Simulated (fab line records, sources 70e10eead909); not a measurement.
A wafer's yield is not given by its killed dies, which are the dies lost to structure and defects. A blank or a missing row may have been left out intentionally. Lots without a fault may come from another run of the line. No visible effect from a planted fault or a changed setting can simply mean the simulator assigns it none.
Problem report in the 8D (eight disciplines) form, filled by code | flow nandHarc | the parts of the form that need people (team, actions taken, sign-off) are left out

1. WHAT IS WRONG
Wafers with no fault read 1.001 a.u. with a standard deviation of 0.0094, whereas oesProductAu at NHARC_A_CONTACT_ETCH_110 reads a mean of 0.912 a.u. on 1 wafer of 1 lot. Measured from the usual mean, that is -9.5 standard deviations.
The step: etches the open film in CF4/O2, target depth 60 nm, overetch 6 nm, time 33 s.
Earliest sighting: wafer L580.4 on rieDiel-06 at day 31 08:35. The record has a number at this step for 39 wafers belonging to 13 lots. Rule for "out", or "out of limits": more than 4 standard deviations from the usual mean. All remaining wafers that have a number are taken as sound.

2. WHAT IT IS, AND WHAT IT ISN'T
question                    | is                | is not
which readings at this step | oesProductAu      | drypumpMotorCurrentA, rfVppV, showerheadPlenumPTorr, throttleValvePct
which lots                  | L580              | L560, L564, L565, L566, L568, L569, L570, L571, L572, L573, L575, L581
which wafers of those lots  | L580.4            | L580.1, L580.2
read on which tools         | rieDiel-06        | rieDiel-05, rieDiel-07
when                        | from day 31 08:35 | up to then (38 sound wafers)

3. WHAT RULES OUT EACH SUSPECT
Counting: any tool at a process step up to the reading remains a suspect provided it ran every lot that is out. Sound lots after the first of them don't rule it out here, since some wafers of a struck lot are sound.
- rieDiel-06 at NHARC_A_CONTACT_ETCH_110 (etches the open film in CF4/O2, target depth 60 nm, overetch 6 nm, time 33 s): kept. It processed L580, the lot that is out, at day 31 08:35, and its most recent sound lot before then was L575 at day 28 09:22. On those wafers its own readings are out: oesProductAu.
- rieDiel-06, NHARC_A_CONTACT_ETCH_110: wafers that are out in chamber 0, sound lot-mates in chambers 2, 3.
Remaining after the count: rieDiel-06 at NHARC_A_CONTACT_ETCH_110.

4. THE CAUSE (what the simulator had put in)
rieDiel-06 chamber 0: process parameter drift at NHARC_A_CONTACT_ETCH_110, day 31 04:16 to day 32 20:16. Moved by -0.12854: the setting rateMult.
The count eliminated every tool but this one.

5. THE CHAIN OF EFFECTS, in route order
Rows list readings where the struck wafers' mean (over those with a number) sits beyond 3 standard deviations from the usual. Scope: only readings with a usual standard deviation given in the record; hours: median across lots of the time from each lot's start at the first step in this table that gives one to its start at this step; sigmas: change in usual standard deviations.
hours | step                     | reading      | usual      | on struck wafers | change | sigmas
0     | NHARC_A_CONTACT_ETCH_110 | oesProductAu | 1.001 a.u. | 0.912            | -0.089 | -9.5
It contains these process steps:
- NHARC_A_CONTACT_ETCH_110: etches the open film in CF4/O2, target depth 60 nm, overetch 6 nm, time 33 s.
At these later measuring or inspecting steps, every struck wafer for which the step has a row has a number for every such reading, and none has moved that far: NHARC_A_CONTACT_INSPECT_23.

6. HOW IT WOULD HAVE BEEN CAUGHT EARLIER
4 hours passed between the start of the fault at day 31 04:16 and the first reading out of limits in this record, taken at day 31 08:35.
